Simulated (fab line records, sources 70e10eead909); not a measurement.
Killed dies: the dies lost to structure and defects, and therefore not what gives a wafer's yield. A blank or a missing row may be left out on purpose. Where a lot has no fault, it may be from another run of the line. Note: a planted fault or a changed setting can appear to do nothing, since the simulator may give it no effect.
fab line records | flow nand_harc
[record] lots = 13 | wafers = 39 | last_day = 33
route steps=1302 shown P_CONTACT@246 THIN_TSV@1267 END@1302
lots untouched by any fault: they come from a run of this same line in which no faults occurred
start_h: start of the lot's first displayed wafer, in hours after the record's first day | wait_h: hours from the lot's prior step to this one | " repeats the value in the row above | L1.1+2: one row covering several wafers at once | - no value present, or no start provided | * or withheld: withheld | < > ~ a bound
route shown NAME@n: names a module that has steps shown in the file, with the first one's number in the route | usual: mean/standard deviation taken from wafers without a fault | same: alike in all rows | chamber/n: place in a boat | sites: the reading at each site | _std_site: standard deviation across them | _edge_site: inner sites' mean taken away from outer sites' mean | radius_mm: how far each site lies from the wafer's centre | mask NAME#n: copy n | behind: the tool/chamber that last shaped the wafer | hold: cause of the lot's hold/its duration in hours/its outcome | device: which transistor (n, p or np) failed to switch | end of line: the tests these same wafers got at the end of their route | a step without rows: its recipe alone | killed: dies that structure and defects cost at the first sort, which is not the same as the wafer's yield | map: shows each die of a wafer: x if killed, . if not, _ if none is there
set.NAME: the setting as run; set.NAME@STEP: as run at that earlier step | model.NAME: the simulator's own value behind a step, which no gauge read
one table for each step of the route and one row for each wafer, over a sample of lots
services: a tool's chamber out of use, with start hour (start_h, from the record's first day; less than 0 if before it), hours out, and reason
[[steps]]
[step NHARC_P_CONTACT_PVD_32]
[recipe] target_thk_a = 50 | chamber_pressure_pa = 5 | power_w = 5000 | substrate_temp_c = 200 | time_s = 17.7 | material = Ti
[usual] throttle_valve_pct = 30.1/1.2
lot.wafer | tool           | chamber | start_h | wait_h | throttle_valve_pct
L241.4    | pvd_sputter-01 | -       | 130.17  | -      | 30.1
L241.1    | "              | -       | "       | "      | 31.7
L241.6    | "              | -       | "       | "      | 32.2
L242.2    | pvd_sputter-03 | -       | 135.15  | -      | 29.6
L242.6    | "              | -       | "       | "      | 30.7
L242.5    | "              | -       | "       | "      | 28.7
L243.2    | pvd_sputter-01 | -       | 148.70  | -      | 31.8
L243.5    | "              | -       | "       | "      | 30.0
L243.6    | "              | -       | "       | "      | 32.0
L245.4    | pvd_sputter-02 | -       | 166.04  | -      | 28.9
L245.3    | "              | -       | "       | "      | 28.8
L245.6    | "              | -       | "       | "      | 29.0
L246.1    | pvd_sputter-02 | -       | 167.20  | -      | 28.7
L246.3    | "              | -       | "       | "      | 27.9
L246.2    | "              | -       | "       | "      | 29.0
L247.1    | pvd_sputter-01 | -       | 177.06  | -      | 31.8
L247.3    | "              | -       | "       | "      | 32.1
L247.5    | "              | -       | "       | "      | 30.1
L248.3    | pvd_sputter-01 | -       | 194.53  | -      | 31.6
L248.2    | "              | -       | "       | "      | 32.4
L248.5    | "              | -       | "       | "      | 30.2
L249.1    | pvd_sputter-01 | -       | 197.11  | -      | 30.2
L249.2    | "              | -       | "       | "      | 31.5
L249.5    | "              | -       | "       | "      | 30.2
L250.4    | pvd_sputter-02 | -       | 216.85  | -      | 29.1
L250.2    | "              | -       | "       | "      | 28.9
L250.5    | "              | -       | "       | "      | 27.9
L251.3    | pvd_sputter-01 | -       | 220.39  | -      | 30.2
L251.1    | "              | -       | "       | "      | 30.0
L251.6    | "              | -       | "       | "      | 30.0
L259.4    | pvd_sputter-03 | -       | 305.15  | -      | 29.2
L259.6    | "              | -       | "       | "      | 28.9
L259.5    | "              | -       | "       | "      | 30.0
L260.2    | pvd_sputter-03 | -       | 313.19  | -      | 31.2
L260.3    | "              | -       | "       | "      | 29.0
L260.6    | "              | -       | "       | "      | 31.0
L261.4    | pvd_sputter-01 | -       | 334.96  | -      | 32.1
L261.3    | "              | -       | "       | "      | 29.3
L261.1    | "              | -       | "       | "      | 31.3
[step NHARC_THIN_TSV_DEP_47]
[recipe] target_thk_a = 2000 | temp_c = withheld | pressure_torr = 6.5 | rf_w = 900 | teos_flow_sccm = 161.4 | flow_sccm = 2650 | target_thk_nm = 200 | gas = O2 | material = SiO2
[usual] showerhead_vpp_V = 1795/99 | throttle_valve_pct = 15.8/0.42
lot.wafer | tool     | chamber | start_h | wait_h | showerhead_vpp_V | throttle_valve_pct
L241.1    | pecvd-01 | 0       | 563.00  | -      | 1889             | 16.0
L241.6    | "        | 1       | "       | "      | 1675             | 15.9
L241.4    | "        | 0       | "       | "      | 1878             | 15.9
L243.2    | pecvd-01 | 2       | 563.96  | -      | 1670             | 15.4
L243.6    | "        | 2       | "       | "      | 1697             | 15.7
L243.5    | "        | 0       | "       | "      | 1891             | 15.9
L242.2    | pecvd-01 | 2       | 569.96  | -      | 1686             | 15.7
L242.6    | "        | 0       | "       | "      | 1866             | 16.0
L242.5    | "        | 1       | "       | "      | 1643             | 15.9
L245.3    | pecvd-01 | 2       | 588.01  | -      | 1721             | 15.4
L245.4    | "        | 0       | "       | "      | 1884             | 16.2
L245.6    | "        | 1       | "       | "      | 1679             | 16.0
L246.3    | pecvd-01 | 2       | 594.75  | -      | 1704             | 15.6
L246.2    | "        | 0       | "       | "      | 1895             | 16.0
L246.1    | "        | 1       | "       | "      | 1676             | 16.1
L247.3    | pecvd-02 | 0       | 608.59  | -      | 1850             | 16.0
L247.1    | "        | 2       | "       | "      | 1738             | 14.9
L247.5    | "        | 1       | "       | "      | 1968             | 16.0
L249.2    | pecvd-02 | 2       | 609.79  | -      | 1711             | 14.9
L249.1    | "        | 1       | "       | "      | 1984             | 16.0
L249.5    | "        | 0       | "       | "      | 1865             | 16.1
L248.3    | pecvd-03 | 2       | 611.16  | -      | 1779             | 15.9
L248.2    | "        | 0       | "       | "      | 1813             | 15.1
L248.5    | "        | 0       | "       | "      | 1825             | 14.9
L250.2    | pecvd-03 | 2       | 643.46  | -      | 1802             | 15.8
L250.4    | "        | 1       | "       | "      | 1934             | 16.4
L250.5    | "        | 2       | "       | "      | 1765             | 15.8
L251.3    | pecvd-03 | 0       | 654.63  | -      | 1794             | 15.2
L251.1    | "        | 1       | "       | "      | 1924             | 16.2
L251.6    | "        | 1       | "       | "      | 1913             | 16.2
L259.4    | pecvd-01 | 1       | 749.59  | -      | 1686             | 16.0
L259.6    | "        | 2       | "       | "      | 1701             | 15.4
L259.5    | "        | 0       | "       | "      | 1829             | 16.1
L260.2    | pecvd-02 | 2       | 757.68  | -      | 1774             | 15.4
L260.3    | "        | 0       | "       | "      | 1840             | 16.2
L260.6    | "        | 1       | "       | "      | 1951             | 16.4
L261.1    | pecvd-03 | 1       | 758.92  | -      | 1908             | 15.9
L261.3    | "        | 0       | "       | "      | 1832             | 15.5
L261.4    | "        | 2       | "       | "      | 1792             | 16.3
[step NHARC_THIN_TSV_CMP_21]
[recipe] t_overpolish_s = 30 | target_thk_nm = 2000
[usual] motor_current_A = 12.2/1.3 | overpolish_run_s = 29.999/0.0089 | slurry_flow_ml_min = 149.9/0.44
lot.wafer | tool   | chamber | start_h | wait_h | motor_current_A | overpolish_run_s | slurry_flow_ml_min
L241.1    | cmp-02 | 0       | 565.48  | -      | 10.6            | 30.005           | 149.6
L241.4    | "      | 2       | "       | "      | 11.3            | 29.987           | 150.3
L241.6    | "      | 0       | "       | "      | 10.6            | 29.990           | 149.3
L243.2    | cmp-01 | 1       | 566.51  | -      | 11.7            | 29.993           | 150.3
L243.6    | "      | 2       | "       | "      | 11.7            | 30.006           | 150.8
L243.5    | "      | 3       | "       | "      | 15.2            | 29.994           | 150.2
L242.2    | cmp-02 | 0       | 572.59  | -      | 10.5            | 30.002           | 150.8
L242.6    | "      | 1       | "       | "      | 13.0            | 29.990           | 150.0
L242.5    | "      | 2       | "       | "      | 10.9            | 30.011           | 150.1
L245.4    | cmp-02 | 0       | 590.69  | -      | 10.4            | 29.978           | 149.8
L245.3    | "      | 2       | "       | "      | 11.1            | 30.001           | 149.6
L245.6    | "      | 1       | "       | "      | 13.2            | 30.000           | 149.8
L246.1    | cmp-02 | 3       | 597.23  | -      | 12.3            | 29.995           | 150.0
L246.2    | "      | 0       | "       | "      | 11.2            | 30.001           | 149.9
L246.3    | "      | 2       | "       | "      | 10.9            | 29.989           | 150.7
L247.1    | cmp-04 | 2       | 611.28  | -      | 12.9            | 29.998           | 150.2
L247.3    | "      | 0       | "       | "      | 10.0            | 29.989           | 150.5
L247.5    | "      | 1       | "       | "      | 12.7            | 30.012           | 149.7
L249.2    | cmp-01 | 0       | 612.30  | -      | 11.9            | 30.008           | 150.3
L249.1    | "      | 3       | "       | "      | 14.2            | 29.978           | 149.6
L249.5    | "      | 0       | "       | "      | 11.9            | 29.993           | 150.8
L248.3    | cmp-01 | 1       | 613.71  | -      | 11.5            | 30.009           | 149.9
L248.2    | "      | 3       | "       | "      | 14.6            | 30.010           | 149.2
L248.5    | "      | 1       | "       | "      | 11.6            | 29.993           | 149.8
L250.2    | cmp-01 | 2       | 645.88  | -      | 12.1            | 29.994           | 149.3
L250.4    | "      | 1       | "       | "      | 11.6            | 30.003           | 149.1
L250.5    | "      | 2       | "       | "      | 11.6            | 30.001           | 149.8
L251.1    | cmp-02 | 1       | 657.20  | -      | 13.6            | 29.995           | 150.0
L251.3    | "      | 2       | "       | "      | 11.2            | 30.003           | 150.7
L251.6    | "      | 3       | "       | "      | 12.4            | 29.994           | 150.7
L259.4    | cmp-04 | 3       | 752.05  | -      | 14.1            | 30.000           | 150.4
L259.5    | "      | 2       | "       | "      | 12.5            | 30.015           | 149.6
L259.6    | "      | 3       | "       | "      | 14.3            | 30.000           | 150.4
L260.3    | cmp-01 | 3       | 760.14  | -      | 14.1            | 29.989           | 149.4
L260.2    | "      | 0       | "       | "      | 11.9            | 29.988           | 149.6
L260.6    | "      | 0       | "       | "      | 12.5            | 29.990           | 149.6
L261.4    | cmp-01 | 3       | 761.44  | -      | 14.8            | 29.996           | 150.1
L261.3    | "      | 0       | "       | "      | 11.6            | 29.991           | 148.9
L261.1    | "      | 1       | "       | "      | 11.0            | 30.011           | 149.8
[step NHARC_THIN_TSV_DEGAS_53]
[recipe] temp_c = 300 | time_s = 60
[usual] heater_power_w = 474/51
lot.wafer | tool           | chamber | start_h | wait_h | heater_power_w
L241.4    | pvd_sputter-03 | -       | 565.93  | 0.1    | 420
L241.1    | "              | -       | "       | "      | 532
L241.6    | "              | -       | "       | "      | 465
L243.2    | pvd_sputter-01 | -       | 566.91  | 0.1    | 472
L243.5    | "              | -       | "       | "      | 391
L243.6    | "              | -       | "       | "      | 438
L242.2    | pvd_sputter-03 | -       | 572.97  | 0.1    | 461
L242.6    | "              | -       | "       | "      | 533
L242.5    | "              | -       | "       | "      | 477
L245.4    | pvd_sputter-02 | -       | 591.15  | 0.1    | 480
L245.3    | "              | -       | "       | "      | 474
L245.6    | "              | -       | "       | "      | 565
L246.2    | pvd_sputter-02 | -       | 597.68  | 0.1    | 505
L246.3    | "              | -       | "       | "      | 492
L246.1    | "              | -       | "       | "      | 549
L247.1    | pvd_sputter-02 | -       | 611.71  | 0.1    | 489
L247.3    | "              | -       | "       | "      | 574
L247.5    | "              | -       | "       | "      | 482
L249.1    | pvd_sputter-02 | -       | 612.77  | 0.1    | 482
L249.2    | "              | -       | "       | "      | 573
L249.5    | "              | -       | "       | "      | 493
L248.3    | pvd_sputter-01 | -       | 614.16  | 0.1    | 461
L248.2    | "              | -       | "       | "      | 431
L248.5    | "              | -       | "       | "      | 515
L250.2    | pvd_sputter-03 | -       | 646.33  | 0.1    | 464
L250.4    | "              | -       | "       | "      | 427
L250.5    | "              | -       | "       | "      | 437
L251.3    | pvd_sputter-01 | -       | 657.62  | 0.1    | 383
L251.1    | "              | -       | "       | "      | 440
L251.6    | "              | -       | "       | "      | 434
L259.4    | pvd_sputter-03 | -       | 752.49  | 0.1    | 435
L259.6    | "              | -       | "       | "      | 467
L259.5    | "              | -       | "       | "      | 430
L260.3    | pvd_sputter-03 | -       | 760.61  | 0.1    | 431
L260.2    | "              | -       | "       | "      | 434
L260.6    | "              | -       | "       | "      | 456
L261.4    | pvd_sputter-03 | -       | 761.89  | 0.1    | 449
L261.1    | "              | -       | "       | "      | 456
L261.3    | "              | -       | "       | "      | 427
[step NHARC_END_SORT_01]
[recipe] temp_c = 25
[usual] killed_at_array = 61/24 | killed_at_other = 1.2/1.3 | killed_at_periphery = 3.7/2.6 | killed_dies = 66/23 | killed_open = 3.3/1.8 | killed_short = 2.4/1.6
[same] gross_dies = 677
lot.wafer | tool      | chamber | start_h | wait_h | killed_at_array | killed_at_other | killed_at_periphery | killed_dies | killed_open | killed_short
L245.3    | prober-01 | 0       | 602.71  | 3.1    | 81              | 2               | 4                   | 87          | 4           | 3
L245.4    | prober-01 | 0       | 603.50  | 3.4    | 91              | 3               | 1                   | 95          | 2           | 3
L245.6    | prober-01 | 0       | 605.09  | 4.0    | 90              | 2               | 3                   | 95          | 2           | 2
L249.1    | prober-01 | 0       | 622.06  | 2.5    | 114             | 0               | 76                  | 190         | 1           | 6
L249.2    | prober-01 | 0       | 622.85  | 2.8    | 105             | 1               | 45                  | 151         | 3           | 5
L249.5    | prober-01 | 0       | 625.24  | 3.7    | 98              | 0               | 82                  | 180         | 3           | 5
L251.1    | prober-02 | 0       | 669.59  | 2.5    | 91              | 0               | 88                  | 179         | 4           | 5
L251.3    | prober-02 | 0       | 671.16  | 3.1    | 83              | 0               | 79                  | 162         | 1           | 1
L251.6    | prober-02 | 0       | 673.52  | 3.9    | 63              | 1               | 77                  | 141         | 4           | 1
L261.1    | prober-02 | 0       | 772.39  | 2.5    | 88              | 0               | 3                   | 91          | 3           | 1
// killed by level:class
L245.3 A_CHANNEL_HOLE_D1:chamber_film_flake=32 A_CHANNEL_HOLE_D2:chamber_film_flake=31 A_STAIRCASE:chamber_film_flake=3 A_BLC:geometric_particle:open=2 P_STI:chamber_film_flake=2 A_SLIT:chamber_film_flake=2 A_CONTACT:chamber_film_flake=2 A_M1:chamber_film_flake=2
L245.4 A_CHANNEL_HOLE_D2:chamber_film_flake=35 A_CHANNEL_HOLE_D1:chamber_film_flake=35 A_CONTACT:chamber_film_flake=5 A_DECK1_JOINT:chamber_film_flake=3 A_STAIRCASE:chamber_film_flake=3 THIN_TSV:chamber_film_flake=3 A_DECK1_JOINT:geometric_particle:open=1 A_ONON_D2:geometric_particle:short=1
L245.6 A_CHANNEL_HOLE_D1:chamber_film_flake=39 A_CHANNEL_HOLE_D2:chamber_film_flake=37 A_CONTACT:chamber_film_flake=5 A_STAIRCASE:chamber_film_flake=4 A_M1:chamber_film_flake=2 THIN_TSV:chamber_film_flake=2 P_CONTACT:geometric_particle:short=1 P_M1:geometric_particle:open=1
L249.1 P_CONTACT:unspecified=70 A_CHANNEL_HOLE_D1:chamber_film_flake=39 A_CHANNEL_HOLE_D2:chamber_film_flake=37 A_SLIT:chamber_film_flake=28 A_WL_FILL:geometric_particle:short=3 A_CONTACT:chamber_film_flake=3 P_BONDPAD:chamber_film_flake=2 P_CONTACT:geometric_particle:short=1
L249.2 P_CONTACT:unspecified=39 A_CHANNEL_HOLE_D2:chamber_film_flake=34 A_CHANNEL_HOLE_D1:chamber_film_flake=29 A_SLIT:chamber_film_flake=29 A_WL_FILL:chamber_film_flake=3 A_CONTACT:chamber_film_flake=3 P_M0:geometric_particle:short=2 A_ONON_D1:geometric_particle:short=2
L249.5 P_CONTACT:unspecified=76 A_CHANNEL_HOLE_D1:chamber_film_flake=34 A_CHANNEL_HOLE_D2:chamber_film_flake=28 A_SLIT:chamber_film_flake=23 A_CONTACT:chamber_film_flake=3 A_CHANNEL_FILL_D2:geometric_particle:short=2 P_ZERO_WELL:chamber_film_flake=2 P_BONDPAD:chamber_film_flake=2
L251.1 P_CONTACT:unspecified=85 A_CHANNEL_HOLE_D1:chamber_film_flake=37 A_SLIT:chamber_film_flake=29 A_CONTACT:chamber_film_flake=8 A_SGD_CUT:chamber_film_flake=6 A_WL_FILL:geometric_particle:short=3 A_M0:geometric_particle:open=2 A_CHANNEL_HOLE_D2:chamber_film_flake=2
L251.3 P_CONTACT:unspecified=77 A_SLIT:chamber_film_flake=40 A_CHANNEL_HOLE_D1:chamber_film_flake=32 A_CHANNEL_HOLE_D2:unspecified=3 A_CONTACT:chamber_film_flake=3 A_SGD_CUT:chamber_film_flake=2 A_SGD_CUT:geometric_particle:short=1 A_CONTACT:geometric_particle:open=1
L251.6 P_CONTACT:unspecified=75 A_CHANNEL_HOLE_D1:chamber_film_flake=30 A_SLIT:chamber_film_flake=17 A_CONTACT:chamber_film_flake=6 A_DECK1_JOINT:geometric_particle:open=2 A_CHANNEL_FILL_D1:chamber_film_flake=2 A_SGD_CUT:chamber_film_flake=2 P_CONTACT:geometric_particle:open=1
L261.1 A_SLIT:chamber_film_flake=26 A_CHANNEL_HOLE_D2:chamber_film_flake=23 A_CHANNEL_HOLE_D1:chamber_film_flake=18 A_STAIRCASE:chamber_film_flake=8 A_CONTACT:chamber_film_flake=6 A_ZERO_WELL:chamber_film_flake=3 P_CONTACT:geometric_particle:open=1 P_M0:geometric_particle:open=1
[[services]]
tool           | chamber | start_h | hours | kind
pvd_sputter-01 | -       | 106.87  | 1.0   | repair
pvd_sputter-01 | -       | 134.84  | 7.9   | repair
pvd_sputter-03 | -       | 143.54  | 5.3   | repair
pvd_sputter-03 | -       | 170.03  | 10.0  | pm
pvd_sputter-03 | -       | 223.56  | 3.3   | repair
pvd_sputter-01 | -       | 226.02  | 10.0  | pm
pvd_sputter-02 | -       | 282.00  | 10.0  | pm
pvd_sputter-02 | -       | 320.24  | 2.9   | repair
pvd_sputter-01 | -       | 342.37  | 5.3   | repair
pvd_sputter-03 | -       | 348.03  | 10.0  | pm
pvd_sputter-03 | -       | 363.26  | 1.7   | repair
pvd_sputter-01 | -       | 404.02  | 10.0  | pm
pvd_sputter-03 | -       | 425.40  | 0.6   | repair
pvd_sputter-02 | -       | 460.00  | 10.0  | pm
pvd_sputter-01 | -       | 472.29  | 2.2   | repair
pvd_sputter-03 | -       | 526.03  | 10.0  | pm
pvd_sputter-02 | -       | 549.35  | 4.2   | repair
pvd_sputter-03 | -       | 556.62  | 3.0   | repair
pvd_sputter-02 | -       | 566.96  | 0.5   | repair
pvd_sputter-01 | -       | 582.02  | 10.0  | pm
pvd_sputter-02 | -       | 601.48  | 8.7   | repair
pvd_sputter-02 | -       | 638.00  | 10.0  | pm
pvd_sputter-03 | -       | 704.03  | 10.0  | pm
pvd_sputter-01 | -       | 760.02  | 10.0  | pm
[[key]]
[first_sign] step = NHARC_END_SORT_01 | reading = killed_at_periphery | direction = up | sigmas = 27 | usual = 3.7 | struck = 74.5
[effect] step = NHARC_END_SORT_01 | reading = killed_dies | direction = up | sigmas = 4.4 | usual = 66 | struck = 167
[more_kills_born_at] NHARC_P_CONTACT_PVD_32@pvd_sputter-01 = 422
met_at NHARC_P_CONTACT_PVD_32
struck_lots L249,L251
tester_left_out L249,L251
not_acting_at NHARC_THIN_TSV_DEP_47,NHARC_THIN_TSV_CMP_21,NHARC_THIN_TSV_DEGAS_53
onset_between 194.53 197.11
[fault] kind = chamber_particle_source | tool = pvd_sputter-01 | chamber = - | onset_h = 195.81 | steps = NHARC_P_CONTACT_PVD_32 | rate_per_visit_cm2 = 0.61862 | end_h = 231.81
// tester_left_out: of these lots the tester's yield and bins aren't shown, on N5 and GAA mostly nor the transistor test; their killed dies are dies lost to structure and defects alone, not to doping, threshold or leakage, so they don't give the yield
